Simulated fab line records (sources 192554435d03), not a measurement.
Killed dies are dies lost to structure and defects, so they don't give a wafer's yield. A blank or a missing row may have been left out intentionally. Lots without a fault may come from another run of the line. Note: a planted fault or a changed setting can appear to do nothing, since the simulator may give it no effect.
Matching of chambers ; flow n5 finfet ; N5_MOL_CONTACT_COAG_ETCHBACK_134 on rie diel-02 has 4 sister chambers
The step etches SiO2 in CHF3, target depth 10 nm, time 6.7 s. 4 wafers are shown with their chamber, then 7 later ones without.

== WAFERS, EACH WITH ITS CHAMBER ==
wafer;chamber;showerhead plenum p Torr (Torr)
L957.3;2;2.45
L966.2;3;2.34
L974.1;0;2.54
L974.2;1;2.30

== WAFERS WHOSE CHAMBER IS MISSING ==
wafer;showerhead plenum p Torr (Torr)
L974.3;2.43
L975.1;2.33
L975.4;2.54
L975.5;2.33
L976.2;2.54
L976.4;2.30
L976.5;2.33

== CHAMBER TAKEN BY EACH ==
wafer;from the rows above;in truth
L974.3;2;2
L975.1;3;3
L975.4;0;0
L975.5;3;3
L976.2;0;0
L976.4;1;1
L976.5;3;3
Correct placement for 7 of the 7. Can't be placed from these rows: 0. 0 placed wrongly.
How it was worked out, from the rows above alone: a wafer's distance from a chamber is the root of the sum, over the readings, of the square of ((its reading less the chamber's mean) divided by the reading's scatter). If the next closest chamber is less than 2 further off than the closest, the wafer can't be placed; otherwise it belongs to the closest. Each chamber's mean is taken over the wafers shown for it. The scatter: with one shown wafer a chamber, the root of the mean of the squares of how far each hidden wafer lies from its nearest shown one.
